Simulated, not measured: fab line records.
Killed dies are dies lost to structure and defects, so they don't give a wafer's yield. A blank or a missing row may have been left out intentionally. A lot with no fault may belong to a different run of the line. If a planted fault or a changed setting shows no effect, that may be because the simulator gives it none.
Chamber matching | flow n5 finfet | N5_BEOL_M6_STRIP_19 on rie diel-06: 4 sister chambers
The step strips in O2. 4 wafers are shown with their chamber, then 10 later ones without.

== WAFERS PAIRED WITH THEIR CHAMBERS ==
wafer  | chamber | showerhead plenum p Torr (Torr)
L087.1 | 1       | 2.04
L087.6 | 3       | 2.18
L088.1 | 0       | 2.22
L088.5 | 2       | 2.13

== WAFERS WITH NO CHAMBER GIVEN ==
wafer  | showerhead plenum p Torr (Torr)
L088.6 | 2.18
L089.3 | 2.12
L089.4 | 2.18
L089.5 | 2.12
L092.2 | 2.12
L092.3 | 2.22
L092.4 | 2.18
L096.2 | 2.03
L096.3 | 2.12
L096.6 | 2.12

== THE CHAMBER EACH PASSED THROUGH ==
wafer  | from the rows above | in truth
L088.6 | 3                   | 3
L089.3 | 2                   | 2
L089.4 | 3                   | 3
L089.5 | 2                   | 2
L092.2 | 2                   | 2
L092.3 | 0                   | 0
L092.4 | 3                   | 3
L096.2 | 1                   | 1
L096.3 | 2                   | 2
L096.6 | 2                   | 2
Correct placement for 10 of the 10. Left unplaced by these rows: 0. Wrongly placed: 0.
How it was worked out, from the rows above alone: a wafer's distance from a chamber is the root of the sum, over the readings, of the square of ((its reading less the chamber's mean) divided by the reading's scatter). The wafer belongs to the nearest chamber; if the next one is less than 2 further off, it can't be placed. Each chamber's mean is taken over the wafers shown for it. The scatter: root of mean squared gap, hidden wafer to nearest shown wafer, with one shown wafer a chamber.
